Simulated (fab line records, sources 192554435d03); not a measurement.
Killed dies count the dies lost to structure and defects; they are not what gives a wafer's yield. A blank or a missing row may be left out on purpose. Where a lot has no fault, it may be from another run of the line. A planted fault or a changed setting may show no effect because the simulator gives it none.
Matching of chambers || flow n5-finfet || ald-sin-04 running N5_GATE_CUT_ALD_22: 4 sister chambers
The step deposits SiNx, target thk 16 nm, pulse time 1 s, ald cycles 320. 14 wafers are shown with their chamber, then 7 later ones without.

WAFERS PAIRED WITH THEIR CHAMBERS
{"wafer": "L341.1", "chamber": 2, "heater-power-w (W)": 778, "precursor-pulse-height-rel": 1.000}
{"wafer": "L341.2", "chamber": 0, "heater-power-w (W)": 845, "precursor-pulse-height-rel": 0.984}
{"wafer": "L341.5", "chamber": 3, "heater-power-w (W)": 725, "precursor-pulse-height-rel": 0.974}
{"wafer": "L342.2", "chamber": 0, "heater-power-w (W)": 828, "precursor-pulse-height-rel": 1.013}
{"wafer": "L342.4", "chamber": 2, "heater-power-w (W)": 789, "precursor-pulse-height-rel": 1.025}
{"wafer": "L342.5", "chamber": 2, "heater-power-w (W)": 788, "precursor-pulse-height-rel": 0.982}
{"wafer": "L350.1", "chamber": 0, "heater-power-w (W)": 827, "precursor-pulse-height-rel": 1.008}
{"wafer": "L350.3", "chamber": 3, "heater-power-w (W)": 700, "precursor-pulse-height-rel": 1.042}
{"wafer": "L350.6", "chamber": 0, "heater-power-w (W)": 838, "precursor-pulse-height-rel": 0.985}
{"wafer": "L351.2", "chamber": 1, "heater-power-w (W)": 714, "precursor-pulse-height-rel": 1.012}
{"wafer": "L351.5", "chamber": 2, "heater-power-w (W)": 808, "precursor-pulse-height-rel": 0.975}
{"wafer": "L351.6", "chamber": 1, "heater-power-w (W)": 720, "precursor-pulse-height-rel": 1.018}
{"wafer": "L352.3", "chamber": 2, "heater-power-w (W)": 809, "precursor-pulse-height-rel": 0.947}
{"wafer": "L352.4", "chamber": 3, "heater-power-w (W)": 743, "precursor-pulse-height-rel": 0.992}

SIGNATURES (averages over the wafers above)
{"reading": "heater-power-w", "chamber 0": 834.50, "chamber 1": 717.00, "chamber 2": 794.40, "chamber 3": 722.67, "scatter within a chamber": 13.8}
{"reading": "precursor-pulse-height-rel", "chamber 0": 0.99750, "chamber 1": 1.01500, "chamber 2": 0.98580, "chamber 3": 1.00267, "scatter within a chamber": 0.0256}
Rule: distance of a wafer from a chamber = root of the sum over the readings of ((wafer's reading minus chamber's mean) / reading's scatter) squared. The wafer belongs to the nearest chamber; if the next one is less than 2 further off, it can't be placed. The scatter is the square root of a quotient: the sum, over the shown wafers, of each reading's squared deviation from its chamber's mean, divided by wafers minus chambers.

WAFERS WHOSE CHAMBER IS MISSING
{"wafer": "L352.5", "heater-power-w (W)": 729, "precursor-pulse-height-rel": 1.021}
{"wafer": "L354.2", "heater-power-w (W)": 842, "precursor-pulse-height-rel": 0.978}
{"wafer": "L354.3", "heater-power-w (W)": 818, "precursor-pulse-height-rel": 0.987}
{"wafer": "L354.5", "heater-power-w (W)": 798, "precursor-pulse-height-rel": 0.941}
{"wafer": "L357.3", "heater-power-w (W)": 749, "precursor-pulse-height-rel": 1.015}
{"wafer": "L357.4", "heater-power-w (W)": 712, "precursor-pulse-height-rel": 1.010}
{"wafer": "L357.6", "heater-power-w (W)": 713, "precursor-pulse-height-rel": 1.003}

WHICH CHAMBER EACH WENT THROUGH
{"wafer": "L352.5", "from the rows above": "can't be placed: 3 or 1", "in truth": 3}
{"wafer": "L354.2", "from the rows above": 0, "in truth": 0}
{"wafer": "L354.3", "from the rows above": "can't be placed: 0 or 2", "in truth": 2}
{"wafer": "L354.5", "from the rows above": "can't be placed: 2 or 0", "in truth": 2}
{"wafer": "L357.3", "from the rows above": "can't be placed: 3 or 1 or 2", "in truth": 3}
{"wafer": "L357.4", "from the rows above": "can't be placed: 1 or 3", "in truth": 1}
{"wafer": "L357.6", "from the rows above": "can't be placed: 1 or 3", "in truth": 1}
Placed correctly: 1 of 7. These rows do not allow placing 6 (true chamber among the candidates in 6). 0 placed wrongly.
